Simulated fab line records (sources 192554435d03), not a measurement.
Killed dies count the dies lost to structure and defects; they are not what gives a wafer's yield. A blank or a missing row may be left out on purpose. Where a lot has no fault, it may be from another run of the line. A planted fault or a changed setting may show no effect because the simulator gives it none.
A lot that was struck, set against a sound lot | flow n5-finfet | 15 steps out of a route of 1938
Sound: wafers L163.4, L163.5, L163.6. Struck: wafer L181.5 (left out: L181.2, a lot-mate that was not struck); the cause follows at the end.
At each step with rows: each side's tool, then ch and its chambers, then its first start. Under that, the readings that differ: sound wafers | struck wafers | difference of the means | sigmas: that difference in standard deviations of wafers without a fault.
alike: readings with means less than 2 such deviations apart, plus words and numbers identical on both sides. not compared: withheld readings, readings lacking a value on some wafer, bounds such as >300 that could conceal the same value, and numbers that have no deviation in the record and whose values overlap.
The two part at a step that has a row with sigmas, a row that says differs or no value, or rows on one side only. Numbers that have no deviation but don't overlap get no sigmas and don't part them. Lack of a reading on every wafer of one side parts them only where that side has two or more wafers.

first, 3 steps without rows for these wafers: N5_FIN_SAQP_STRIP_53 (strips in N2/H2); N5_FIN_SAQP_HM_OPEN_73 (chemistry CHF3/O2, target SiO2, stops on a-Si, target depth 12 nm, time 16.8 s); N5_FIN_SAQP_STRIP_74 (strips in CHF3/O2).
N5_FIN_SAQP_MANDREL_ETCH_22: etches a-Si in HBr/Cl2, stops on SiNx, target depth 60 nm, bt time 10 s, time 30 s.
  sound on rie-si-05 ch 0,1,2, day 2 03:59; struck on rie-si-06 ch 0, day 6 18:23
  alike: drypump-motor-current-A, oes-product-au, throttle-valve-pct
  not compared: rf-hours-counter-h
N5_FIN_SAQP_STRIP_55: strips in N2/H2.
  sound on rie-diel-04 ch 0,1,3, day 2 04:05; struck on rie-diel-05 ch 0, day 6 18:29
  reading                         | sound             | struck | difference | sigmas
  rf-vpp-V (V)                    | 121.8 125.2 122.3 | 119.9  | -3.2       | -2
  showerhead-plenum-p-Torr (Torr) | 3.27 3.48 3.48    | 3.20   | -0.21      | -2
  alike: drypump-motor-current-A, h2-flow-sccm, n2-flow-sccm, oes-product-au, throttle-valve-pct
  not compared: rf-hours-counter-h
then, 3 steps without rows for these wafers: N5_FIN_SAQP_STRIP_23 (strips in SPM, time 750 s); N5_FIN_SAQP_SRD_66 (time 30 s); N5_FIN_SAQP_RECESS_75 (chemistry HF/NH3, target SiO2, target depth 14.4 nm, afs cycles 3, sublimation time 60 s).
N5_FIN_SAQP_SPACER1_ALD_24: deposits SiO2, target thk 20.3 nm, pulse time 1 s, purge time 2 s.
  sound on ald-sin-04 ch 1,2, day 2 04:47; struck on ald-sin-04 ch 3, day 6 19:21
  alike: heater-power-w, precursor-pulse-height-rel
then, 1 step without rows for these wafers: N5_FIN_SAQP_SPACER1_ETCHBACK_25 (etches SiO2 in CHF3/O2, target depth 24.4 nm, time 12.2 s).
N5_FIN_SAQP_MANDREL1_REMOVE_56: chemistry HBr/Cl2/O2, target a-Si, stops on SiNx, bt time 10 s.
  sound on rie-si-05 ch 0,1, day 2 05:35; struck on rie-si-01 ch 3, day 6 20:10
  alike: drypump-motor-current-A, oes-product-au, throttle-valve-pct
  not compared: rf-hours-counter-h
N5_FIN_SAQP_CD_MEAS_27: target cd 20 nm.
  sound on cd-sem-02 ch 0, day 2 05:43; struck on cd-sem-03 ch 0, day 6 20:16
  alike: cd-nm
N5_FIN_SAQP_ETCH_57: etches SiNx in CH3F/O2, target depth 32.5 nm, time 46.4 s.
  sound on rie-diel-04 ch 0,1,2, day 2 05:45; struck on rie-diel-05 ch 3, day 6 20:19
  reading               | sound          | struck | difference | sigmas
  etch-rf-on-time-s (s) | 47.3 46.8 48.3 | 56.0   | +8.5       | +9
  alike: drypump-motor-current-A, oes-product-au, rf-vpp-V, showerhead-plenum-p-Torr, throttle-valve-pct
  not compared: rf-hours-counter-h
N5_FIN_SAQP_ETCH_65: etches SiO2 in CF4, target depth 4 nm, time 4.4 s.
  sound on rie-si-06 ch 0,2,3, day 2 05:52; struck on rie-si-05 ch 2, day 6 20:25
  alike: cf4-flow-sccm, drypump-motor-current-A, oes-product-au, throttle-valve-pct
  not compared: rf-hours-counter-h
after that, 1 step had no rows for these wafers: N5_PASSIVATION_PROBE_49.

## WHERE THEY PART
Last at N5_FIN_SAQP_ETCH_57 as far as this record goes, first at N5_FIN_SAQP_STRIP_55. Later steps at which nothing parts them and some readings are alike: N5_FIN_SAQP_ETCH_65.

WHY: what the simulator had put in
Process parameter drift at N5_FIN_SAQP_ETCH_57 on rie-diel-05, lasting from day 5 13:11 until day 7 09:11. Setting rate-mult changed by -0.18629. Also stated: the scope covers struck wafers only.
